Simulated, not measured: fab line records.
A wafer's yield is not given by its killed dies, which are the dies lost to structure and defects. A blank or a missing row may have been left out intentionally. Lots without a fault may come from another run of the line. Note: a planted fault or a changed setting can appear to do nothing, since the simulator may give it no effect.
Split-lot trial :: flow n5 finfet :: 21 wafers read across 7 lots, on a route 1938 steps long

SPLIT DETAILS
At N5_HKMG_FIN_COAT_66 (time 60 s, resist thk 300 nm), the setting spin rpm was moved away from the recipe's 1500 rpm on 5 of the 21 wafers read, by -10.9% to +9.7%. This setting was run at the recipe's value on the other wafers.

The reading comes from the split's own step.

THE READING
SOC_of_HKMG_FIN_COAT_66.thk nm (the simulator's own value, which no gauge read), in nm, at N5_HKMG_FIN_COAT_66 (time 60 s, resist thk 300 nm). The file gives no usual value for it. Across the 16 wafers here that went through the recipe, the average is 300.0 nm and the standard deviation 1.1 nm.

wafer: L077.2
tool, chamber at the split: litho track-04, 0
spin rpm as run, rpm: 1500
against the recipe: recipe
SOC_of_HKMG_FIN_COAT_66.thk nm, nm: 299.2
against lot-mates on the recipe: -

wafer: L077.3
tool, chamber at the split: litho track-04, 0
spin rpm as run, rpm: 1500
against the recipe: recipe
SOC_of_HKMG_FIN_COAT_66.thk nm, nm: 300
against lot-mates on the recipe: -

wafer: L077.5
tool, chamber at the split: litho track-04, 0
spin rpm as run, rpm: 1500
against the recipe: recipe
SOC_of_HKMG_FIN_COAT_66.thk nm, nm: 299.6
against lot-mates on the recipe: -

wafer: L078.2
tool, chamber at the split: litho track-04, 0
spin rpm as run, rpm: 1500
against the recipe: recipe
SOC_of_HKMG_FIN_COAT_66.thk nm, nm: 301.6
against lot-mates on the recipe: -

wafer: L078.3
tool, chamber at the split: litho track-04, 0
spin rpm as run, rpm: 1500
against the recipe: recipe
SOC_of_HKMG_FIN_COAT_66.thk nm, nm: 301.4
against lot-mates on the recipe: -

wafer: L078.5
tool, chamber at the split: litho track-04, 0
spin rpm as run, rpm: 1500
against the recipe: recipe
SOC_of_HKMG_FIN_COAT_66.thk nm, nm: 300.8
against lot-mates on the recipe: -

wafer: L079.3
tool, chamber at the split: litho track-04, 0
spin rpm as run, rpm: 1500
against the recipe: recipe
SOC_of_HKMG_FIN_COAT_66.thk nm, nm: 300.2
against lot-mates on the recipe: -

wafer: L079.4
tool, chamber at the split: litho track-04, 0
spin rpm as run, rpm: 1500
against the recipe: recipe
SOC_of_HKMG_FIN_COAT_66.thk nm, nm: 300.6
against lot-mates on the recipe: -

wafer: L079.6
tool, chamber at the split: litho track-04, 0
spin rpm as run, rpm: 1500
against the recipe: recipe
SOC_of_HKMG_FIN_COAT_66.thk nm, nm: 301.6
against lot-mates on the recipe: -

wafer: L080.2
tool, chamber at the split: litho track-04, 0
spin rpm as run, rpm: 1500
against the recipe: recipe
SOC_of_HKMG_FIN_COAT_66.thk nm, nm: 301.4
against lot-mates on the recipe: -

wafer: L080.3
tool, chamber at the split: litho track-04, 0
spin rpm as run, rpm: 1336
against the recipe: -10.9%
SOC_of_HKMG_FIN_COAT_66.thk nm, nm: 318.6
against lot-mates on the recipe: +17.2

wafer: L080.4
tool, chamber at the split: litho track-04, 0
spin rpm as run, rpm: 1336
against the recipe: -10.9%
SOC_of_HKMG_FIN_COAT_66.thk nm, nm: 317.8
against lot-mates on the recipe: +16.4

wafer: L086.1
tool, chamber at the split: litho track-04, 0
spin rpm as run, rpm: 1500
against the recipe: recipe
SOC_of_HKMG_FIN_COAT_66.thk nm, nm: 299
against lot-mates on the recipe: -

wafer: L086.2
tool, chamber at the split: litho track-04, 0
spin rpm as run, rpm: 1437
against the recipe: -4.2%
SOC_of_HKMG_FIN_COAT_66.thk nm, nm: 306
against lot-mates on the recipe: +6.9

wafer: L086.3
tool, chamber at the split: litho track-04, 0
spin rpm as run, rpm: 1500
against the recipe: recipe
SOC_of_HKMG_FIN_COAT_66.thk nm, nm: 299.2
against lot-mates on the recipe: -

wafer: L090.3
tool, chamber at the split: litho track-04, 0
spin rpm as run, rpm: 1500
against the recipe: recipe
SOC_of_HKMG_FIN_COAT_66.thk nm, nm: 298.6
against lot-mates on the recipe: -

wafer: L090.5
tool, chamber at the split: litho track-04, 0
spin rpm as run, rpm: 1500
against the recipe: recipe
SOC_of_HKMG_FIN_COAT_66.thk nm, nm: 297.8
against lot-mates on the recipe: -

wafer: L090.6
tool, chamber at the split: litho track-04, 0
spin rpm as run, rpm: 1634
against the recipe: +8.9%
SOC_of_HKMG_FIN_COAT_66.thk nm, nm: 286.2
against lot-mates on the recipe: -12.0

wafer: L091.1
tool, chamber at the split: litho track-04, 0
spin rpm as run, rpm: 1500
against the recipe: recipe
SOC_of_HKMG_FIN_COAT_66.thk nm, nm: 299
against lot-mates on the recipe: -

wafer: L091.4
tool, chamber at the split: litho track-04, 0
spin rpm as run, rpm: 1500
against the recipe: recipe
SOC_of_HKMG_FIN_COAT_66.thk nm, nm: 299.4
against lot-mates on the recipe: -

wafer: L091.6
tool, chamber at the split: litho track-04, 0
spin rpm as run, rpm: 1645
against the recipe: +9.7%
SOC_of_HKMG_FIN_COAT_66.thk nm, nm: 285.4
against lot-mates on the recipe: -13.8

FIT RESULTS
A straight line over all 21 wafers: SOC_of_HKMG_FIN_COAT_66.thk nm changes by -1.6 nm for each +1% of spin rpm; r = -0.99; the points scatter about the line by 1.1 nm.
The same after taking each lot's own level away (the mean of its wafers on the recipe; 21 wafers): -1.48 nm for each +1%; r = -1.00; scatter 0.5 nm.
Per that fit: largest spin rpm move, reading shift of 16 nm.
The span of the lots' own levels, 298.20 to 301.40 nm, comes to 2.8 times the standard deviation stated above.
Consequently the slope shifts little with the lot-to-lot level, the two slopes agreeing.
Check: with one of the wafers moved furthest among these (-10.9%) left out of the fit, the line predicts +16 nm for it against its lot-mates. Against them it came out at +17.2 nm.

THE OTHER SPLITS THESE WAFERS WENT THROUGH
Other splits were also applied to these wafers ahead of the reading. Each is held against what the fit with the lots' levels taken away leaves over:
other split on the same wafers: N5_FIN_CUT_COAT_19 spin rpm
wafers away from the commonest value: 10
r with SOC_of_HKMG_FIN_COAT_66.thk nm (lot level and that fit taken away): +0.16

other split on the same wafers: N5_DUMMY_GATE_COAT_28 spin rpm
wafers away from the commonest value: 6
r with SOC_of_HKMG_FIN_COAT_66.thk nm (lot level and that fit taken away): -0.07

other split on the same wafers: N5_DUMMY_GATE_EXPOSE_12 dose mj
wafers away from the commonest value: 2
r with SOC_of_HKMG_FIN_COAT_66.thk nm (lot level and that fit taken away): +0.10

other split on the same wafers: N5_SD_EPI_N_PEB_07 peb temp c
wafers away from the commonest value: 10
r with SOC_of_HKMG_FIN_COAT_66.thk nm (lot level and that fit taken away): -0.02

other split on the same wafers: N5_SD_EPI_N_DEVELOP_08 develop time s
wafers away from the commonest value: 7
r with SOC_of_HKMG_FIN_COAT_66.thk nm (lot level and that fit taken away): -0.09

FILE'S OWN FIT
SOC_of_HKMG_FIN_COAT_66.thk nm changes by -1.46 nm for each +1% of spin rpm, r = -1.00.
